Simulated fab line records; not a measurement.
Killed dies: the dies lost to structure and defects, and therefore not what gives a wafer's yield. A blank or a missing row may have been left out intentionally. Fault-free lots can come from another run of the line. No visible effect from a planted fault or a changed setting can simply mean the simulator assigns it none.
fab line records -- flow n5Finfet -- part 1 of 2: steps 1 to 3 of 6
[record] lots = 23, wafers = 69, lastDay = 18
route steps=1938 shown ZERO_LAYER@14 PMOS_HMC_CHANNEL_EPI@73 FIN_SAQP@96 STI_FIN_REVEAL@183
lots that met no fault: taken from a fault-free run of the same line
startH: hours from the record's opening day to when the first of the lot's shown wafers began -- waitH: hours from the lot's prior step to this one -- " identical to the entry in the row above -- L1.1+2: several wafers, shown together as one row -- - no value, or no start was given -- * or withheld: withheld -- < > ~ a bound
route shown NAME@n: NAME is a module with steps in the file, n the number in the route of the first one -- usual: mean/standard deviation of fault-free wafers -- same: alike in all rows -- chamber/n: place in a boat -- sites: each site's reading -- _std_site: their standard deviation -- _edge_site: mean of outer sites minus mean of inner sites -- radiusMm: for every site, how far away it sits from the centre of the wafer -- mask NAME#n: copy n -- behind: the tool/chamber that last shaped the wafer -- hold: the reason the lot was held/the length of the hold in hours/how it ended -- device: the transistor (n, p or np) that didn't switch -- end of line: tests run on the same wafers once the route is complete -- where a step has no rows: the recipe by itself -- killed: dies lost to structure and defects at the first sort, not the wafer's yield -- map: dies across one wafer; x = killed, . = not, _ = none there
set.NAME: the run value of the setting; set.NAME@STEP: its run value at that earlier step -- model.NAME: the simulator's own value behind a step, which no gauge read
route steps across a sampled set of lots; one table per step, one row per wafer
services: from which hour (startH, from the record's first day; less than 0 if before it) a tool's chamber was out of use, for how many hours, and why
[[steps]]
[step N5_ZERO_LAYER_DESCUM_16]
[recipe] chemistry = O2, timeS = 7.9, sourcePowerW = 50, biasPowerW = 20, pressureMtorr = 20, rfFrequencyHz = 2.712e+07, tempC = 40, o2FlowSccm = 225
[usual] drypumpMotorCurrentA = 5.8/0.45, oesProductAu = 0.79/0.074, rfVppV = 243.8/1.3, showerheadPlenumPTorr = 2.13/0.067, throttleValvePct = 20.4/0.31
lot.wafer,tool,chamber,startH,waitH,drypumpMotorCurrentA,oesProductAu,rfHoursCounterH,rfVppV,showerheadPlenumPTorr,throttleValvePct
L074.1,rieDiel-04,1,12.87,0.1,6.3,0.79,140,243.6,2.18,20.0
L074.3,rieDiel-04,0,12.87,0.1,5.6,0.78,132,243.1,2.10,20.7
L074.6,rieDiel-04,1,12.87,0.1,6.3,0.78,-,246.3,2.18,20.0
L075.1,rieDiel-03,2,18.92,0.3,5.0,0.86,56,241.5,2.13,20.6
L075.4,rieDiel-03,1,18.92,0.3,6.0,0.79,120,242.0,2.01,20.5
L075.5,rieDiel-03,3,18.92,0.3,5.7,0.69,-,242.0,1.98,20.5
L076.2,rieDiel-03,0,24.86,0.1,5.9,0.80,115,243.6,2.11,20.4
L076.3,rieDiel-03,3,24.86,0.1,5.6,0.70,244,242.1,1.98,20.5
L076.6,rieDiel-03,1,24.86,0.1,6.0,0.79,-,241.7,2.01,20.5
L077.1,rieDiel-02,0,30.70,0.0,5.1,0.74,149,243.4,2.09,20.7
L077.2,rieDiel-02,1,30.70,0.0,5.4,0.94,11,244.0,2.12,19.8
L077.4,rieDiel-02,1,30.70,0.0,5.4,0.93,-,244.9,2.12,19.8
L078.1,rieDiel-03,2,36.80,0.0,5.0,0.85,59,244.3,2.13,20.6
L078.2,rieDiel-03,0,36.80,0.0,5.9,0.80,118,243.6,2.11,20.3
L078.6,rieDiel-03,3,36.80,0.0,5.7,0.68,-,241.2,1.98,20.5
L079.1,rieDiel-04,1,43.35,0.5,6.3,0.78,148,243.8,2.18,20.0
L079.3,rieDiel-04,2,43.35,0.5,5.7,0.77,110,245.8,2.21,20.8
L079.5,rieDiel-04,2,43.35,0.5,5.7,0.77,-,244.9,2.21,20.8
L080.2,rieDiel-02,0,48.70,0.0,5.1,0.74,155,243.3,2.08,20.7
L080.3,rieDiel-02,3,48.70,0.0,6.5,0.67,247,242.0,1.97,20.7
L080.4,rieDiel-02,1,48.70,0.0,5.4,0.92,17,245.4,2.12,19.8
L081.1,rieDiel-04,1,54.84,0.1,6.3,0.76,151,243.7,2.18,20.0
L081.3,rieDiel-04,3,54.84,0.1,5.7,0.71,211,243.3,2.17,20.2
L081.6,rieDiel-04,3,54.84,0.1,5.7,0.71,-,244.9,2.17,20.3
L082.2,rieDiel-04,3,60.73,0.1,5.7,0.71,214,244.4,2.17,20.2
L082.3,rieDiel-04,2,60.73,0.1,5.7,0.76,115,245.0,2.21,20.8
L082.6,rieDiel-04,3,60.73,0.1,5.7,0.71,-,243.7,2.17,20.2
L083.3,rieDiel-03,0,66.80,0.0,5.9,0.78,130,243.6,2.10,20.4
L083.4,rieDiel-03,2,66.80,0.0,5.0,0.83,71,244.5,2.13,20.6
L083.5,rieDiel-03,2,66.80,0.0,5.0,0.84,-,245.3,2.13,20.6
L084.1,rieDiel-04,0,72.69,0.0,5.6,0.75,149,242.3,2.09,20.8
L084.2,rieDiel-04,2,72.69,0.0,5.7,0.77,118,244.9,2.21,20.8
L084.5,rieDiel-04,1,72.69,0.0,6.3,0.75,-,243.5,2.17,20.0
L086.1,rieDiel-02,2,84.80,0.0,6.6,0.71,258,244.7,2.13,20.1
L086.2,rieDiel-02,1,84.80,0.0,5.4,0.90,30,245.2,2.11,19.9
L086.5,rieDiel-02,0,84.80,0.0,5.1,0.73,-,242.8,2.08,20.7
L087.2,rieDiel-04,3,90.81,0.0,5.7,0.71,223,243.0,2.16,20.3
L087.4,rieDiel-04,2,90.81,0.0,5.7,0.76,124,245.2,2.20,20.8
L087.6,rieDiel-04,1,90.81,0.0,6.3,0.75,-,245.9,2.17,20.0
L088.1,rieDiel-03,2,97.10,0.3,5.0,0.84,78,242.7,2.13,20.6
L088.5,rieDiel-03,1,97.10,0.3,6.0,0.76,-,241.9,2.01,20.5
L088.6,rieDiel-03,0,97.10,0.3,5.9,0.78,-,243.3,2.10,20.4
L089.2,rieDiel-02,0,103.52,0.8,5.1,0.73,175,242.7,2.08,20.7
L089.4,rieDiel-02,1,103.52,0.8,5.4,0.89,-,243.8,2.11,19.9
L089.6,rieDiel-02,3,103.52,0.8,6.6,0.97,-,246.3,2.23,20.2
L090.1,rieDiel-03,0,108.68,0.0,5.9,0.78,141,242.4,2.10,20.4
L090.2,rieDiel-03,1,108.68,0.0,6.0,0.77,147,241.7,2.01,20.5
L090.6,rieDiel-03,0,108.68,0.0,5.9,0.77,-,242.1,2.10,20.4
L091.4,rieDiel-04,3,114.80,0.0,5.7,0.70,231,244.9,2.16,20.3
L091.5,rieDiel-04,2,114.80,0.0,5.7,0.75,-,244.7,2.20,20.8
L091.6,rieDiel-04,1,114.80,0.0,6.3,0.75,-,245.3,2.17,20.1
L092.1,rieDiel-04,1,120.80,0.0,6.3,0.75,171,243.6,2.17,20.0
L092.2,rieDiel-04,2,120.80,0.0,5.7,0.75,133,244.4,2.20,20.8
L092.4,rieDiel-04,3,120.80,0.0,5.8,0.71,233,243.2,2.16,20.3
L093.1,rieDiel-03,0,126.77,0.1,5.9,0.78,145,243.1,2.10,20.4
L093.3,rieDiel-03,1,126.77,0.1,6.0,0.76,152,241.9,2.00,20.5
L093.4,rieDiel-03,3,126.77,0.1,5.6,0.90,17,247.3,2.23,20.2
L094.1,rieDiel-02,3,132.68,0.0,6.6,0.95,15,245.8,2.23,20.2
L094.3,rieDiel-02,0,132.68,0.0,5.1,0.71,184,243.1,2.07,20.8
L094.6,rieDiel-02,0,132.68,0.0,5.1,0.72,-,243.8,2.07,20.8
L095.2,rieDiel-04,0,138.69,0.0,5.6,0.74,169,243.1,2.08,20.8
L095.4,rieDiel-04,3,138.69,0.0,5.7,0.70,237,243.9,2.16,20.3
L095.5,rieDiel-04,0,138.69,0.0,5.6,0.73,-,243.4,2.08,20.8
L096.1,rieDiel-03,3,144.89,0.2,5.6,0.91,21,245.9,2.23,20.2
L096.4,rieDiel-03,2,144.89,0.2,5.0,0.82,91,243.2,2.12,20.6
L096.5,rieDiel-03,0,144.89,0.2,5.9,0.77,-,242.5,2.09,20.4
L097.1,rieDiel-02,0,150.68,0.0,5.1,0.71,190,243.0,2.07,20.8
L097.4,rieDiel-02,3,150.68,0.0,6.5,0.95,20,244.1,2.22,20.2
L097.6,rieDiel-02,2,150.68,0.0,6.6,0.94,-,243.5,2.12,19.7
[step N5_PMOS_HMC_CHANNEL_EPI_ETCH_38]
[recipe] chemistry = CF4, target = SiO2, targetDepthA = 15, ionEnergyEv = 350, pressureMtorr = 10, icpW = 800, biasW = 400, cf4FlowSccm = 80
[usual] drypumpMotorCurrentA = 5.9/0.45, oesProductAu = 0.991/0.019, throttleValvePct = 21.86/0.25
lot.wafer,tool,chamber,startH,waitH,drypumpMotorCurrentA,oesProductAu,rfHoursCounterH,throttleValvePct
L074.1,rieSi-02,3,17.85,0.0,6.4,0.989,108,21.87
L074.3,rieSi-02,1,17.85,0.0,6.2,0.955,146,21.62
L074.6,rieSi-02,3,17.85,0.0,6.5,0.998,-,21.88
L075.1,rieSi-05,2,25.29,0.0,6.2,0.979,117,22.04
L075.4,rieSi-05,1,25.29,0.0,5.7,0.970,126,21.43
L075.5,rieSi-05,2,25.29,0.0,6.2,0.984,-,22.04
L076.2,rieSi-03,1,30.14,0.0,5.0,1.009,185,22.25
L076.3,rieSi-03,2,30.14,0.0,4.9,1.018,15,22.18
L076.6,rieSi-03,0,30.14,0.0,6.2,0.979,-,22.01
L077.1,rieSi-02,0,35.66,0.0,6.4,1.013,151,21.96
L077.2,rieSi-02,1,35.66,0.0,6.2,0.946,147,21.62
L077.4,rieSi-02,3,35.66,0.0,6.4,1.004,108,21.89
L078.1,rieSi-03,2,42.61,0.0,4.9,1.020,16,22.19
L078.2,rieSi-03,0,42.61,0.0,6.2,0.989,37,22.03
L078.6,rieSi-03,2,42.61,0.0,4.9,1.026,-,22.18
L079.1,rieSi-03,1,48.38,0.0,5.1,1.013,185,22.25
L079.3,rieSi-03,0,48.38,0.0,6.2,0.982,38,22.00
L079.5,rieSi-03,1,48.38,0.0,5.1,1.003,-,22.24
L080.2,rieSi-03,0,54.32,0.0,6.2,0.987,38,22.02
L080.3,rieSi-03,1,54.32,0.0,5.1,1.009,185,22.27
L080.4,rieSi-03,3,54.32,0.0,5.7,0.962,140,21.86
L081.1,rieSi-05,2,60.26,0.0,6.2,0.986,118,22.04
L081.3,rieSi-05,3,60.26,0.0,6.0,0.988,70,21.57
L081.6,rieSi-05,0,60.26,0.0,5.9,0.988,-,21.87
L082.2,rieSi-03,0,66.44,0.0,6.2,0.976,38,22.02
L082.3,rieSi-03,1,66.44,0.0,5.1,1.014,185,22.26
L082.6,rieSi-03,0,66.44,0.0,6.2,0.985,-,22.01
L083.3,rieSi-05,0,72.19,0.0,6.0,0.984,38,21.86
L083.4,rieSi-05,2,72.19,0.0,6.2,0.983,118,22.04
L083.5,rieSi-05,3,72.19,0.0,6.0,0.981,-,21.58
L084.1,rieSi-05,2,77.82,0.0,6.2,0.983,118,22.04
L084.2,rieSi-05,0,77.82,0.0,5.9,0.998,38,21.86
L084.5,rieSi-05,3,77.82,0.0,6.0,0.990,-,21.59
L086.1,rieSi-02,3,90.25,0.0,6.5,1.003,109,21.88
L086.2,rieSi-02,2,90.25,0.0,5.9,0.996,6,21.44
L086.5,rieSi-02,0,90.25,0.0,6.4,1.027,-,21.93
L087.2,rieSi-02,3,96.00,0.0,6.5,0.997,109,21.88
L087.4,rieSi-02,0,96.00,0.0,6.3,1.018,152,21.95
L087.6,rieSi-02,1,96.00,0.0,6.2,0.966,-,21.64
L088.1,rieSi-05,1,102.14,0.0,5.7,0.968,127,21.44
L088.5,rieSi-05,2,102.14,0.0,6.2,0.970,-,22.04
L088.6,rieSi-05,3,102.14,0.0,6.0,0.990,-,21.57
L089.2,rieSi-03,1,108.88,0.0,5.1,1.009,186,22.24
L089.4,rieSi-03,2,108.88,0.0,4.9,1.023,17,22.18
L089.6,rieSi-03,1,108.88,0.0,5.1,1.010,-,22.25
L090.1,rieSi-05,2,114.52,0.0,6.2,0.975,119,22.05
L090.2,rieSi-05,1,114.52,0.0,5.7,0.983,128,21.43
L090.6,rieSi-05,0,114.52,0.0,5.9,0.998,-,21.89
L091.4,rieSi-05,3,120.27,0.0,6.0,0.987,71,21.58
L091.5,rieSi-05,2,120.27,0.0,6.2,0.980,-,22.04
L091.6,rieSi-05,3,120.27,0.0,6.0,0.985,-,21.59
L092.1,rieSi-05,3,126.02,0.0,6.0,0.979,71,21.59
L092.2,rieSi-05,1,126.02,0.0,5.7,0.983,128,21.45
L092.4,rieSi-05,2,126.02,0.0,6.2,0.988,119,22.04
L093.1,rieSi-05,0,132.38,0.0,5.9,1.008,39,21.88
L093.3,rieSi-05,2,132.38,0.0,6.2,0.987,119,22.06
L093.4,rieSi-05,3,132.38,0.0,6.0,0.994,72,21.59
L094.1,rieSi-03,3,138.34,0.0,5.7,0.956,141,21.86
L094.3,rieSi-03,1,138.34,0.0,5.1,1.004,187,22.25
L094.6,rieSi-03,1,138.34,0.0,5.1,1.010,-,22.25
L095.2,rieSi-02,0,143.70,0.0,6.3,1.009,153,21.96
L095.4,rieSi-02,0,143.70,0.0,6.4,1.003,-,21.93
L095.5,rieSi-02,1,143.70,0.0,6.2,0.953,-,21.61
L096.1,rieSi-02,1,149.91,0.0,6.2,0.966,148,21.62
L096.4,rieSi-02,1,149.91,0.0,6.2,0.959,-,21.64
L096.5,rieSi-02,3,149.91,0.0,6.5,1.009,-,21.89
L097.1,rieSi-05,0,155.37,0.0,5.9,1.005,40,21.88
L097.4,rieSi-05,1,155.37,0.0,5.7,0.980,128,21.44
L097.6,rieSi-05,3,155.37,0.0,6.0,0.973,-,21.58
[step N5_FIN_SAQP_HM_DEP_03]
[recipe] material = SiNx, targetThkA = 380, tempC = 400, precursor = SiH4/NH3/N2, pressureTorr = 1.5, rfW = 300, timeS = 33.6
[usual] heaterPowerW = 788/110, showerheadPlenumPTorr = 5.11/0.068, throttleValvePct = 39.5/1.6
lot.wafer,tool,chamber,startH,waitH,heaterPowerW,showerheadPlenumPTorr,throttleValvePct
L074.1,pecvd-03,2,21.82,0.2,951,5.21,35.6
L074.3,pecvd-03,0,21.82,0.2,619,5.09,42.3
L074.6,pecvd-03,0,21.82,0.2,622,5.09,42.0
L075.1,pecvd-04,0,28.34,0.2,924,5.14,39.9
L075.4,pecvd-04,2,28.34,0.2,918,5.00,39.8
L075.5,pecvd-04,1,28.34,0.2,765,5.07,37.7
L076.2,pecvd-04,2,33.14,0.2,856,5.00,39.7
L076.3,pecvd-04,0,33.14,0.2,821,5.12,40.1
L076.6,pecvd-04,0,33.14,0.2,857,5.12,39.8
L077.1,pecvd-01,0,38.90,0.2,777,5.11,40.6
L077.2,pecvd-01,2,38.90,0.2,770,5.17,37.3
L077.4,pecvd-01,1,38.90,0.2,638,5.02,39.6
L078.1,pecvd-01,0,45.57,0.2,773,5.10,40.9
L078.2,pecvd-01,2,45.57,0.2,941,5.20,37.3
L078.6,pecvd-01,2,45.57,0.2,909,5.19,37.2
L079.1,pecvd-03,0,52.06,0.2,619,5.08,42.2
L079.3,pecvd-03,0,52.06,0.2,606,5.10,42.1
L079.5,pecvd-03,0,52.06,0.2,610,5.10,42.1
L080.2,pecvd-01,0,58.80,0.2,781,5.10,41.2
L080.3,pecvd-01,2,58.80,0.2,873,5.20,37.6
L080.4,pecvd-01,1,58.80,0.2,634,5.03,39.4
L081.1,pecvd-03,0,65.05,0.2,594,5.10,42.1
L081.3,pecvd-03,1,65.05,0.2,720,5.16,40.0
L081.6,pecvd-03,0,65.05,0.2,587,5.10,42.1
L082.2,pecvd-01,2,70.01,0.2,852,5.20,37.5
L082.3,pecvd-01,0,70.01,0.2,701,5.11,40.7
L082.6,pecvd-01,1,70.01,0.2,684,5.04,39.6
L083.3,pecvd-01,1,75.67,0.1,593,5.05,39.5
L083.4,pecvd-01,2,75.67,0.1,846,5.20,37.6
L083.5,pecvd-01,0,75.67,0.1,736,5.11,41.1
L084.1,pecvd-04,0,81.52,0.2,952,5.11,40.4
L084.2,pecvd-04,2,81.52,0.2,848,5.01,40.3
L084.5,pecvd-04,1,81.52,0.2,757,5.07,37.6
L086.1,pecvd-01,2,93.60,0.2,913,5.19,37.7
L086.2,pecvd-01,0,93.60,0.2,762,5.12,41.0
L086.5,pecvd-01,2,93.60,0.2,910,5.19,37.7
L087.2,pecvd-04,1,100.58,0.2,832,5.09,37.9
L087.4,pecvd-04,0,100.58,0.2,883,5.13,40.4
L087.6,pecvd-04,2,100.58,0.2,795,4.99,40.3
L088.1,pecvd-03,2,105.55,0.2,904,5.23,36.3
L088.5,pecvd-03,0,105.55,0.2,624,5.09,42.3
L088.6,pecvd-03,2,105.55,0.2,935,5.26,36.5
L089.2,pecvd-01,2,112.42,0.2,834,5.19,38.0
L089.4,pecvd-01,1,112.42,0.2,721,5.05,39.6
L089.6,pecvd-01,0,112.42,0.2,733,5.11,41.0
L090.1,pecvd-01,1,118.34,0.3,690,5.04,39.8
L090.2,pecvd-01,0,118.34,0.3,771,5.10,41.2
L090.6,pecvd-01,0,118.34,0.3,756,5.11,41.0
L091.4,pecvd-04,1,124.72,0.3,773,5.07,38.0
L091.5,pecvd-04,0,124.72,0.3,1022,5.13,40.5
L091.6,pecvd-04,2,124.72,0.3,953,4.98,40.3
L092.1,pecvd-01,0,129.08,0.2,802,5.10,41.2
L092.2,pecvd-01,1,129.08,0.2,709,5.04,39.9
L092.4,pecvd-01,2,129.08,0.2,833,5.20,37.9
L093.1,pecvd-04,1,136.97,0.2,819,5.06,38.2
L093.3,pecvd-04,2,136.97,0.2,811,5.00,40.7
L093.4,pecvd-04,1,136.97,0.2,792,5.08,37.7
L094.1,pecvd-04,0,143.16,0.2,915,5.12,40.3
L094.3,pecvd-04,2,143.16,0.2,813,5.01,40.7
L094.6,pecvd-04,0,143.16,0.2,915,5.12,40.6
L095.2,pecvd-03,1,147.60,0.2,740,5.16,39.9
L095.4,pecvd-03,0,147.60,0.2,588,5.09,42.1
L095.5,pecvd-03,1,147.60,0.2,759,5.15,39.8
L096.1,pecvd-04,2,153.15,0.2,963,5.00,40.6
L096.4,pecvd-04,0,153.15,0.2,943,5.13,40.6
L096.5,pecvd-04,2,153.15,0.2,935,5.00,40.7
L097.1,pecvd-03,0,158.22,0.2,614,5.10,42.2
L097.4,pecvd-03,2,158.22,0.2,939,5.22,36.6
L097.6,pecvd-03,0,158.22,0.2,587,5.08,42.2
